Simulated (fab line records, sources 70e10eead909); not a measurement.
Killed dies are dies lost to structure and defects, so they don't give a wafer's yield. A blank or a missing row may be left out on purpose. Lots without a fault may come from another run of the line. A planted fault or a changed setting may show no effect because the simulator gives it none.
A struck lot beside a sound one | flow nand_harc | 28 steps out of a route of 1159
Sound: wafers L854.3, L854.5, L854.6. Struck: wafers L861.2, L861.4, L861.5. The cause comes at the end.
At each step with rows: each side's tool, then ch and its chambers, then its first start. Under that, the readings that differ: sound wafers | struck wafers | difference of the means | sigmas: that difference in standard deviations of wafers without a fault.
alike: readings whose means differ by less than 2 such deviations, and words and numbers that are the same on both sides. not compared: withheld readings, readings that some wafer has no value for, bounds like >300 that may hide the same value, and numbers for which the record gives no deviation and whose values overlap.
The two part at a step that has a row with sigmas, a row that says differs or no value, or rows on one side only. Numbers that don't overlap but have no deviation are shown without sigmas and don't part them. A reading that every wafer of one side lacks parts them only if that side has two wafers or more.

first, 1 step without rows for these wafers: NHARC_A_ONON_D1_DEP_19 (target thk 1000 nm).
NHARC_A_ONON_D1_THK_MEAS_21: measures by ellipsometry.
  sound on film_metro-02, day 10 05:10; struck on film_metro-02, day 12 04:28
  alike: thk_nm
then, 1 step without rows for these wafers: NHARC_A_ONON_D1_DEP_22 (target thk 1000 nm).
NHARC_A_ONON_D1_THK_MEAS_24: measures by ellipsometry.
  sound on film_metro-01, day 10 05:44; struck on film_metro-01, day 12 05:02
  alike: thk_nm
then, 1 step without rows for these wafers: NHARC_A_ONON_D1_DEP_25 (target thk 1000 nm).
NHARC_A_ONON_D1_THK_MEAS_27: measures by ellipsometry.
  sound on film_metro-02, day 10 06:18; struck on film_metro-01, day 12 05:36
  alike: thk_nm
then, 1 step without rows for these wafers: NHARC_A_ONON_D1_DEP_28 (target thk 1000 nm).
NHARC_A_ONON_D1_THK_MEAS_30: measures by ellipsometry.
  sound on film_metro-01, day 10 06:52; struck on film_metro-01, day 12 06:10
  alike: thk_nm
NHARC_A_ONON_D1_DEP_33: deposits SiO2, target thk 200 nm.
  sound on pecvd-01 ch 0,1,2, day 10 06:55; struck on pecvd-02 ch 0,1,2, day 12 06:19
  alike: heater_power_outer_w, heater_power_w, throttle_valve_pct
NHARC_A_ONON_D1_THK_MEAS_34: measures by ellipsometry.
  sound on film_metro-02, day 10 07:20; struck on film_metro-01, day 12 06:38
  alike: thk_nm
NHARC_A_ONON_D1_INSPECT_32:
  sound on defect_inspect-02, day 10 07:24; struck on defect_inspect-02, day 12 06:43
  alike: raw_defect_count
NHARC_A_CHANNEL_HOLE_D1_DEP_00: deposits aC, target thk 3100 nm.
  sound on acl_dep-02 ch 0, day 10 10:21; struck on acl_dep-02 ch 0, day 12 07:50
  alike: throttle_valve_pct
NHARC_A_CHANNEL_HOLE_D1_DEP_01: deposits SiON, target thk 140 nm.
  sound on pecvd-02 ch 0,1,2, day 10 11:57; struck on pecvd-04 ch 1,2, day 12 09:29
  alike: heater_power_outer_w, heater_power_w
then, 10 steps without rows for these wafers: NHARC_A_CHANNEL_HOLE_D1_DEHYDRATE_02 (time 120 s); NHARC_A_CHANNEL_HOLE_D1_HMDS_03 (time 30 s); NHARC_A_CHANNEL_HOLE_D1_COAT_36 (time 75 s); NHARC_A_CHANNEL_HOLE_D1_COAT_37 (time 65 s); NHARC_A_CHANNEL_HOLE_D1_COAT_04 (resist thk 90 nm); NHARC_A_CHANNEL_HOLE_D1_SOFTBAKE_05 (time 55 s); NHARC_A_CHANNEL_HOLE_D1_EBR_06; NHARC_A_CHANNEL_HOLE_D1_EXPOSE_07 (exposes mask HOLE D1, target cd 100 nm); NHARC_A_CHANNEL_HOLE_D1_PEB_08 (peb time 65 s); NHARC_A_CHANNEL_HOLE_D1_DEVELOP_09 (develop time 35 s).
NHARC_A_CHANNEL_HOLE_D1_CD_MEAS_10: target cd 100 nm.
  sound on cd_sem-01 ch 0, day 10 12:37; struck on cd_sem-02 ch 0, day 12 10:08
  alike: cd_nm
NHARC_A_CHANNEL_HOLE_D1_OVL_MEAS_11:
  sound on overlay-02, day 10 12:42; struck on overlay-01, day 12 10:13
  alike: overlay_x_nm, overlay_y_nm
NHARC_A_CHANNEL_HOLE_D1_INSPECT_12:
  sound on defect_inspect-02, day 10 12:44; struck on defect_inspect-01, day 12 10:15
  reading          | sound | struck         | difference | sigmas
  raw_defect_count | 2 3 7 | 1471 1491 1464 | +1471      | +99 or more
NHARC_A_CHANNEL_HOLE_D1_DESCUM_15: chemistry O2, time 3 s.
  sound on rie_diel-03 ch 2,3, day 10 12:48; struck on rie_diel-03 ch 1,2,3, day 12 10:19
  alike: drypump_motor_current_A, oes_product_au, rf_vpp_V, showerhead_plenum_p_Torr, throttle_valve_pct
  not compared: rf_hours_counter_h
-- the record jumps here: 12 days lie between the struck wafers' starts before and after (it left off in module A_CHANNEL_HOLE_D1 and takes up again in module END, whose first step shown is number 1159 of the route) --
NHARC_END_SORT_01:
  sound on prober-01 ch 0, day 22 00:04; struck on prober-01 ch 0, day 24 01:55
  reading         | sound    | struck      | difference | sigmas
  killed_at_array | 38 41 34 | 128 120 127 | +87        | +8
  killed_dies     | 39 41 37 | 130 121 127 | +87        | +8
  alike: killed_at_other, killed_at_periphery, killed_open, killed_short

WHERE THEY PART
First at NHARC_A_CHANNEL_HOLE_D1_INSPECT_12; last, within this record, at NHARC_END_SORT_01.

WHY: what the simulator had put in
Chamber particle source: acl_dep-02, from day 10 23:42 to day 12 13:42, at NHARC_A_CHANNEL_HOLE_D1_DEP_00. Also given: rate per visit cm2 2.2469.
